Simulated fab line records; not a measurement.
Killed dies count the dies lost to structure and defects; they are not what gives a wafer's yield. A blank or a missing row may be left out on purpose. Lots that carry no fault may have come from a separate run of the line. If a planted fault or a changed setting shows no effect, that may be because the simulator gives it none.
A struck lot beside a sound one	flow nandHarc	15 steps out of a route of 1159
Sound: these wafers, L830.2, L830.5, L830.6. Wafers struck: L842.2, L842.4, L842.6. The cause is given at the end.
Each step with rows lists, per side, the tool, then ch with its chambers, then its first start. Under that, the readings that differ: sound wafers	struck wafers	difference of the means	sigmas: that difference in standard deviations of wafers without a fault.
alike: readings whose means differ by less than 2 such deviations, and words and numbers that are the same on both sides. not compared: withheld readings, readings that some wafer has no value for, bounds like >300 that may hide the same value, and numbers for which the record gives no deviation and whose values overlap.
A row with sigmas, a row that says differs or no value, or rows on one side alone: a step with any of these is where the two part. Non-overlapping numbers with no deviation appear without sigmas and do not part them. A reading that every wafer of one side lacks parts them only if that side has two wafers or more.

first, 1 step without rows for these wafers: NHARC_P_ZERO_WELL_HARDBAKE_53 (time 80 s).
NHARC_P_ZERO_WELL_DESCUM_54: chemistry O2, time 3 s.
  sound on rieDiel-09 ch 0,1,3, day 3 17:56; struck on rieDiel-07 ch 0,2,3, day 6 17:43
reading	sound	struck	difference	sigmas
oesProductAu (a.u.)	1.027 1.013 1.015	0.990 0.984 1.009	-0.024	-2
  alike: drypumpMotorCurrentA, rfVppV, showerheadPlenumPTorr, throttleValvePct
  not compared: rfHoursCounterH
then, 5 steps without rows for these wafers: NHARC_P_ZERO_WELL_IMPLANT_55; NHARC_P_ZERO_WELL_IMPLANT_61; NHARC_P_ZERO_WELL_STRIP_56 (strips in SPM, time 840 s); NHARC_P_ZERO_WELL_PRECLEAN_68 (cleans in SC1, time 60 s); NHARC_P_ZERO_WELL_SRD_69.
NHARC_P_ZERO_WELL_RTA_42: time 300 s.
  sound on rtpAnneal-01 ch 0, day 3 19:01; struck on rtpAnneal-01 ch 0, day 6 18:48
  alike: lampPowerPct, lamp_zone_2_pct, wafer_temp_C_max
NHARC_P_ZERO_WELL_INSPECT_43:
  sound on defectInspect-01 at day 3 19:35; struck on defectInspect-02 at day 6 19:23
  alike: rawDefectCount
then, 3 steps without rows for these wafers: NHARC_P_STI_ETCH_26 (etches SiO2 in dHF, target depth 11 nm); NHARC_P_STI_PRECLEAN_27 (cleans in SC1); NHARC_P_STI_SRD_28.
NHARC_P_STI_OXIDE_29: material SiO2, target thk 10 nm, ox time 1362 s.
  sound on furnace-08 ch 0, day 3 23:33; struck on furnace-03 ch 0, day 7 00:19
then, 1 step without rows for these wafers: NHARC_P_STI_HM_DEP_30 (deposits Si3N4, target thk 80 nm, time 873 s).
-- break in the record here, with 18 days between the starts of the struck wafers on either side (left off in module P_STI, picked up again in module END, where the first step shown is number 1159 on the route) --
NHARC_END_SORT_01:
  at this point the record logs the struck wafers (prober-02 ch 0, day 24 18:23) and has no rows for the sound ones

## WHERE THEY PART
First at NHARC_P_ZERO_WELL_DESCUM_54; last, within this record, at NHARC_END_SORT_01.

WHY: whatever the simulator had introduced
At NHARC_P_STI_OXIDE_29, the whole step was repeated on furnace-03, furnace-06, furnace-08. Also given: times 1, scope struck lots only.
